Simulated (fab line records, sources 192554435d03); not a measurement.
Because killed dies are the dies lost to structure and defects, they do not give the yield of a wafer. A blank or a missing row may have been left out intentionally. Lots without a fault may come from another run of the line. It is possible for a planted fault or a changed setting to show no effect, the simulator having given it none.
Chamber matching	flow n5_finfet	4 sister chambers for N5_HKMG_FIN_ETCH_86 on rie_diel-06
The step etches SOC in N2/H2, stops on TiN, target depth 393.2 nm. 16 wafers are shown with their chamber, then 8 later ones without.

== WAFERS PAIRED WITH THEIR CHAMBERS ==
wafer	chamber	drypump_motor_current_A (A)	throttle_valve_pct (%)	showerhead_plenum_p_Torr (Torr)
L074.3	3	5.7	17.61	2.71
L074.4	0	5.8	18.22	2.53
L074.5	1	5.9	18.47	2.41
L076.1	2	5.1	18.13	2.43
L076.3	0	5.8	18.23	2.52
L076.4	1	5.9	18.49	2.41
L081.1	0	5.8	18.24	2.52
L081.2	1	5.9	18.49	2.41
L081.5	0	5.8	18.24	2.52
L086.1	2	5.1	18.16	2.43
L086.2	0	5.8	18.26	2.52
L086.3	3	5.8	17.64	2.70
L092.2	1	5.9	18.10	2.72
L092.3	2	5.1	18.17	2.42
L092.5	2	5.1	18.19	2.42
L093.1	1	5.9	18.08	2.72

SIGNATURES, as means of the wafers listed above
reading	chamber 0	chamber 1	chamber 2	chamber 3	scatter within a chamber
drypump_motor_current_A	5.800	5.900	5.100	5.750	0.0204
throttle_valve_pct	18.2380	18.3260	18.1625	17.6250	0.126
showerhead_plenum_p_Torr	2.5220	2.5340	2.4250	2.7050	0.0981
Rule: a wafer lies at a distance from a chamber equal to the root of the sum of squares, over the readings, of (its reading less the chamber's mean, divided by the reading's scatter). If the next closest chamber is less than 2 further off than the closest, the wafer can't be placed; otherwise it belongs to the closest. The scatter is the square root of a quotient: the sum, over the shown wafers, of each reading's squared deviation from its chamber's mean, divided by wafers minus chambers.

== WAFERS WHOSE CHAMBER IS MISSING ==
wafer	drypump_motor_current_A (A)	throttle_valve_pct (%)	showerhead_plenum_p_Torr (Torr)
L093.4	5.8	18.30	2.51
L093.6	5.1	18.20	2.42
L096.3	5.8	17.68	2.69
L096.4	5.1	18.21	2.42
L096.5	5.7	17.70	2.69
L097.2	5.8	17.71	2.69
L097.3	5.9	18.13	2.71
L097.4	5.1	18.20	2.42

== CHAMBER TAKEN BY EACH ==
wafer	from the rows above	in truth
L093.4	0	0
L093.6	2	2
L096.3	3	3
L096.4	2	2
L096.5	3	3
L097.2	can't be placed: 3 or 0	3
L097.3	1	1
L097.4	2	2
7 of 8 placed correctly. Cannot be placed on the basis of these rows: 1; the candidates contain the true chamber in 1. Number placed wrongly: 0.
